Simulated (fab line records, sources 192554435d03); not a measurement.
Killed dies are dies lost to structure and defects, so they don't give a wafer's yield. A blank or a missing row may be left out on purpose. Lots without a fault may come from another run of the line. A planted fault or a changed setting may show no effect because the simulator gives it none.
fab line records | flow n5_finfet
record lots=10 wafers=29 last_day=17
route steps=1938 shown ZERO_LAYER@4 WELL_APT@47 PMOS_HMC_CHANNEL_EPI@65 BEOL_M4@1111
lots that met no fault: from a run of the same line without faults
start_h: hours from the record's first day to the start of the lot's first wafer shown | wait_h: hours since the lot's step before | " the same as in the row above | L1.1+2: a row that stands for several wafers | - no value, or no start given | * or withheld: withheld | < > ~ a bound
route shown NAME@n: a module of which the file shows steps, and the number in the route of the first | usual: mean/standard deviation of fault-free wafers | same: alike in all rows | chamber/n: place in a boat | sites: the reading at each site | _std_site: their standard deviation | _edge_site: outer sites' mean less inner sites' | radius_mm: how far each site lies from the wafer's centre | mask NAME#n: copy n | behind: the tool/chamber that last shaped the wafer | hold: why the lot was held/for how many hours/how that ended | device: the transistor (n, p or np) that didn't switch | end of line: the same wafers' tests at the end of the route | a step without rows: its recipe alone | killed: dies lost to structure and defects at the first sort, not the wafer's yield | map: a wafer's dies, x killed, . not, _ none there
set.NAME: the setting as run; set.NAME@STEP: as run at that earlier step | model.NAME: the simulator's own value behind a step, which no gauge read
steps of the route over a sample of lots; a table a step, a row a wafer
services: from which hour (start_h, from the record's first day; less than 0 if before it) a tool's chamber was out of use, for how many hours, and why
## steps
# step N5_ZERO_LAYER_PECVD_02
# recipe material=SiO2 target_thk_a=100 temp_c=400 precursor=SiH4/N2O pressure_torr=0.75 rf_w=275 time_s=6
# usual heater_power_w=756/130 showerhead_plenum_p_Torr=8.11/0.18
# columns lot.wafer tool chamber start_h wait_h heater_power_w showerhead_plenum_p_Torr since_wet_clean_h
L191.1 pecvd-04 0 12.28 0.0 668 8.06 535
L191.4 " 0 " " 665 8.05 -
L191.5 " 2 " " 840 8.40 -
L193.1 pecvd-04 1 24.28 0.0 600 7.88 1272
L193.2 " 0 " " 606 8.05 547
L193.4 " 2 " " 950 8.43 -
L195.2 pecvd-04 0 36.30 0.0 645 8.04 559
L195.4 " 2 " " 937 8.45 -
L195.6 " 0 " " 633 8.02 -
L196.3 pecvd-04 2 42.30 0.0 917 8.42 2015
L196.4 " 2 " " 916 8.43 -
L196.6 " 1 " " 557 7.88 -
L197.3 pecvd-02 1 48.31 0.1 752 7.92 -
L197.5 " 0 " " 801 8.00 -
L197.6 " 1 " " 747 7.91 -
L201.2 pecvd-01 1 72.29 0.0 862 8.06 1864
L201.4 " 0 " " 785 8.24 -
L201.5 " 0 " " 813 8.23 -
L203.2 pecvd-02 1 84.28 0.0 666 7.92 1513
L203.3 " 2 " " 866 8.17 34
L211.1 pecvd-02 2 132.28 0.0 766 8.18 82
L211.5 " 0 " " 797 8.00 -
L211.6 " 1 " " 701 7.95 -
L212.3 pecvd-04 2 138.28 0.0 913 8.42 2111
L212.4 " 0 " " 623 8.04 -
L212.6 " 1 " " 591 7.86 -
L213.1 pecvd-02 2 144.29 0.0 808 8.19 94
L213.4 " 2 " " 808 8.20 -
L213.5 " 1 " " 738 7.92 -
# step N5_ZERO_LAYER_INSPECT_20
# recipe inspect_instrument=darkfield mode=post_clean
# usual raw_defect_count=33/15
# columns lot.wafer tool chamber start_h wait_h raw_defect_count
L191.1 defect_inspect-02 - 13.39 0.0 13
L191.4 " - " " 15
L191.5 " - " " 6
L193.1 defect_inspect-02 - 25.31 0.0 18
L193.2 " - " " 32
L193.4 " - " " 35
L195.2 defect_inspect-02 - 37.27 0.0 36
L195.4 " - " " 48
L195.6 " - " " 41
L196.3 defect_inspect-01 - 43.35 0.0 29
L196.4 " - " " 40
L196.6 " - " " 27
L197.3 defect_inspect-01 - 49.61 0.0 33
L197.5 " - " " 49
L197.6 " - " " 14
L201.2 defect_inspect-01 - 73.84 0.0 28
L201.4 " - " " 26
L201.5 " - " " 65
L203.2 defect_inspect-02 - 85.38 0.0 47
L203.3 " - " " 27
L211.1 defect_inspect-02 - 133.39 0.0 46
L211.5 " - " " 21
L211.6 " - " " 24
L212.3 defect_inspect-01 - 139.29 0.0 42
L212.4 " - " " 50
L212.6 " - " " 32
L213.1 defect_inspect-01 - 145.53 0.0 63
L213.4 " - " " 39
L213.5 " - " " 46
# step N5_WELL_APT_IMPLANT_31
# recipe species=B energy_kev=60 dose_cm2=1.5e+13 tilt_deg=0 rotation_deg=0
# usual dose_ions_cm2=1.5001e+13/1.9e+10 faraday_current_uA=191/3.8
# columns lot.wafer tool chamber start_h wait_h dose_ions_cm2 faraday_current_uA
L191.1 implanter-02 0 15.23 0.1 1.4964e+13 192
L191.4 " 0 " " 1.496e+13 191
L191.5 " 0 " " 1.4992e+13 184
L193.1 implanter-02 0 27.41 0.1 1.5002e+13 189
L193.2 " 0 " " 1.5002e+13 186
L193.4 " 0 " " 1.5002e+13 187
L195.2 implanter-02 0 39.06 0.1 1.5001e+13 189
L195.4 " 0 " " 1.4996e+13 190
L195.6 " 0 " " 1.501e+13 196
L196.3 implanter-01 0 45.55 0.1 1.4987e+13 187
L196.4 " 0 " " 1.5002e+13 192
L196.6 " 0 " " 1.4991e+13 192
L197.3 implanter-02 0 51.80 0.1 1.5011e+13 185
L197.5 " 0 " " 1.4981e+13 193
L197.6 " 0 " " 1.5003e+13 185
L201.2 implanter-02 0 75.66 0.1 9.444e+12 119
L201.4 " 0 " " 9.47e+12 123
L201.5 " 0 " " 9.488e+12 123
L203.2 implanter-02 0 87.33 0.1 9.444e+12 121
L203.3 " 0 " " 9.402e+12 121
L211.1 implanter-01 0 135.26 0.1 1.5025e+13 192
L211.5 " 0 " " 1.5013e+13 188
L211.6 " 0 " " 1.5009e+13 190
L212.3 implanter-02 0 141.20 0.1 1.5006e+13 195
L212.4 " 0 " " 1.501e+13 188
L212.6 " 0 " " 1.4994e+13 184
L213.1 implanter-01 0 147.27 0.1 1.4984e+13 188
L213.4 " 0 " " 1.4999e+13 183
L213.5 " 0 " " 1.4998e+13 193
# step N5_PMOS_HMC_CHANNEL_EPI_CD_MEAS_09
# recipe target_cd_nm=237.4 landing_energy_ev=500 detector=se_inlens
# usual cd_nm=237.2/0.79
# columns lot.wafer tool chamber start_h wait_h cd_nm
L191.1 cd_sem-03 0 17.67 - 236.9
L191.4 " 0 " " 235.9
L191.5 " 0 " " 236.8
L193.1 cd_sem-02 0 29.43 - 237.0
L193.2 " 0 " " 236.6
L193.4 " 0 " " 236.4
L195.2 cd_sem-03 0 41.22 - 236.7
L195.4 " 0 " " 236.0
L195.6 " 0 " " 236.6
L196.3 cd_sem-02 0 47.48 - 236.6
L196.4 " 0 " " 237.7
L196.6 " 0 " " 238.0
L197.3 cd_sem-02 0 53.83 - 237.6
L197.5 " 0 " " 237.0
L197.6 " 0 " " 237.5
L201.2 cd_sem-02 0 77.72 - 237.6
L201.4 " 0 " " 236.8
L201.5 " 0 " " 236.8
L203.2 cd_sem-03 0 89.35 - 235.2
L203.3 " 0 " " 237.1
L211.1 cd_sem-03 0 137.56 - 236.9
L211.5 " 0 " " 237.4
L211.6 " 0 " " 237.5
L212.3 cd_sem-03 0 143.37 - 237.1
L212.4 " 0 " " 236.6
L212.6 " 0 " " 235.9
L213.1 cd_sem-03 0 149.46 - 239.0
L213.4 " 0 " " 238.3
L213.5 " 0 " " 237.6
# step N5_BEOL_M4_RC_MEAS_101
# usual DIBL_N=35.7/1.3 DIBL_P=35.4/1.8 IOFF_N=0.152/0.027 IOFF_P=0.20/0.034 ION_N=672/9.8 ION_P=461/7.5 RS_PWELL=3013/23 SS_N=71.4/0.55 SS_P=73.1/0.61 VT_N=251/3.3 VT_P=-251/3.6
# columns lot.wafer tool chamber start_h wait_h DIBL_N[mV/V] DIBL_P[mV/V] IOFF_N[nA/um] IOFF_P[nA/um] ION_N[uA/um] ION_P[uA/um] RS_PWELL[ohm/sq] SS_N[mV/dec] SS_P[mV/dec] VT_N[mV] VT_P[mV]
L191.1 prober-02 0 162.74 0.0 37.2 39.2 0.199 0.27 681 469 2997 72.2 74.2 247 -244
L191.4 " 0 " " 35.0 38.2 0.160 0.24 672 465 2999 71.1 73.9 248 -246
L191.5 " 0 " " 35.2 36.6 0.161 0.22 684 467 3001 71.0 73.7 248 -247
L193.1 prober-01 0 179.12 0.0 38.6 38.5 0.217 0.30 674 468 3013 72.4 74.4 248 -244
L193.2 " 0 " " 34.7 32.9 0.139 0.21 671 463 3035 71.0 72.9 251 -249
L193.4 " 0 " " 34.8 34.2 0.144 0.22 673 460 3056 71.6 73.5 251 -248
L195.2 prober-01 0 191.24 0.2 35.8 36.2 0.162 0.18 676 452 2998 71.3 73.1 253 -258
L195.4 " 0 " " 36.4 37.6 0.186 0.19 688 469 2977 71.3 73.7 246 -252
L195.6 " 0 " " 36.6 37.3 0.188 0.19 673 453 2981 72.3 73.8 251 -253
L196.3 prober-02 0 194.45 0.3 35.6 36.1 0.174 0.24 679 472 3018 71.7 73.4 247 -243
L196.4 " 0 " " 38.0 39.5 0.237 0.32 694 484 3030 72.4 73.6 243 -242
L196.6 " 0 " " 37.0 37.8 0.203 0.27 691 481 3035 71.8 73.5 243 -243
L197.3 prober-02 0 200.58 0.3 35.7 36.7 0.162 0.23 680 468 3033 71.3 72.6 247 -247
L197.5 " 0 " " 35.7 36.7 0.163 0.23 678 467 3005 71.4 72.1 247 -248
L197.6 " 0 " " 35.1 36.3 0.152 0.22 678 467 3011 71.0 73.0 249 -247
L201.2 prober-02 0 227.33 0.2 37.7 38.4 0.187 0.26 680 466 3926 72.5 74.4 250 -245
L201.4 " 0 " " 35.7 35.6 0.149 0.22 662 463 3969 71.3 73.1 250 -248
L201.5 " 0 " " 34.9 34.8 0.139 0.21 677 465 3923 70.7 73.3 250 -248
L203.2 prober-02 0 240.16 0.2 35.2 34.3 0.139 0.16 649 445 3913 71.3 73.1 252 -256
L203.3 " 0 " " 34.1 33.3 0.125 0.15 659 449 3911 70.1 73.0 251 -256
L211.1 prober-02 0 281.59 0.6 33.4 34.1 0.116 0.15 656 451 3009 71.0 72.4 256 -258
L211.5 " 0 " " 33.5 33.9 0.108 0.15 649 445 2998 70.8 72.5 258 -256
L211.6 " 0 " " 36.0 36.6 0.151 0.18 663 452 3030 71.3 73.1 251 -257
L212.3 prober-02 0 286.21 0.3 35.3 35.0 0.137 0.18 679 464 3009 70.7 72.9 254 -252
L212.4 " 0 " " 37.8 38.1 0.182 0.22 689 468 3011 71.5 73.6 249 -249
L212.6 " 0 " " 35.5 35.2 0.137 0.18 678 466 3015 71.0 73.5 250 -253
L213.1 prober-01 0 308.16 0.0 34.3 34.6 0.123 0.18 663 458 3026 71.2 72.0 253 -252
L213.4 " 0 " " 36.4 36.6 0.150 0.20 673 464 3055 71.5 73.5 250 -250
L213.5 " 0 " " 35.3 35.2 0.124 0.17 667 456 3020 71.2 72.7 253 -251
## services
# columns tool chamber start_h hours kind
implanter-01 - 4.71 3.3 repair
pecvd-02 2 21.12 - clean
pecvd-02 2 21.12 - consumable_replace:showerhead
pecvd-02 2 21.12 29.0 scheduled_down
pecvd-02 2 21.12 29.0 vent_cycle
pecvd-02 - 31.69 0.6 repair
pecvd-01 0 46.65 5.6 repair
implanter-01 - 47.12 2.9 repair
pecvd-01 2 59.28 10.3 repair
pecvd-01 0 60.62 2.1 scheduled_down
pecvd-02 - 60.92 1.2 repair
implanter-01 - 71.62 6.7 repair
pecvd-01 2 72.25 5.5 scheduled_down
pecvd-04 2 74.17 13.8 repair
pecvd-02 2 79.20 2.1 scheduled_down
pecvd-02 2 90.41 5.5 scheduled_down
pecvd-02 0 95.88 5.5 scheduled_down
pecvd-04 - 108.50 5.5 pm
pecvd-04 0 120.21 5.5 scheduled_down
implanter-02 - 124.25 14.9 pm
## key
first_sign step=N5_WELL_APT_IMPLANT_31 reading=dose_ions_cm2 direction=down sigmas=99+ usual=1.5001e+13 struck=9.449e+12
effect step=N5_WELL_APT_IMPLANT_31 reading=faraday_current_uA direction=down sigmas=18 usual=191 struck=121
effect step=N5_BEOL_M4_RC_MEAS_101 reading=RS_PWELL direction=up sigmas=41 usual=3013 struck=3928
met_at N5_WELL_APT_IMPLANT_31
struck_lots L201,L203
not_acting_at N5_ZERO_LAYER_PECVD_02,N5_ZERO_LAYER_INSPECT_20,N5_PMOS_HMC_CHANNEL_EPI_CD_MEAS_09
onset_between 51.80 75.66
fault kind=process_parameter_drift tool=implanter-02 chamber=- onset_h=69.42 steps=N5_WELL_APT_IMPLANT_31 channel=dose_cm2 offset=-5.5488e+12 shape=step end_h=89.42 acts_in=these_recipes_only stated=1.5e+13
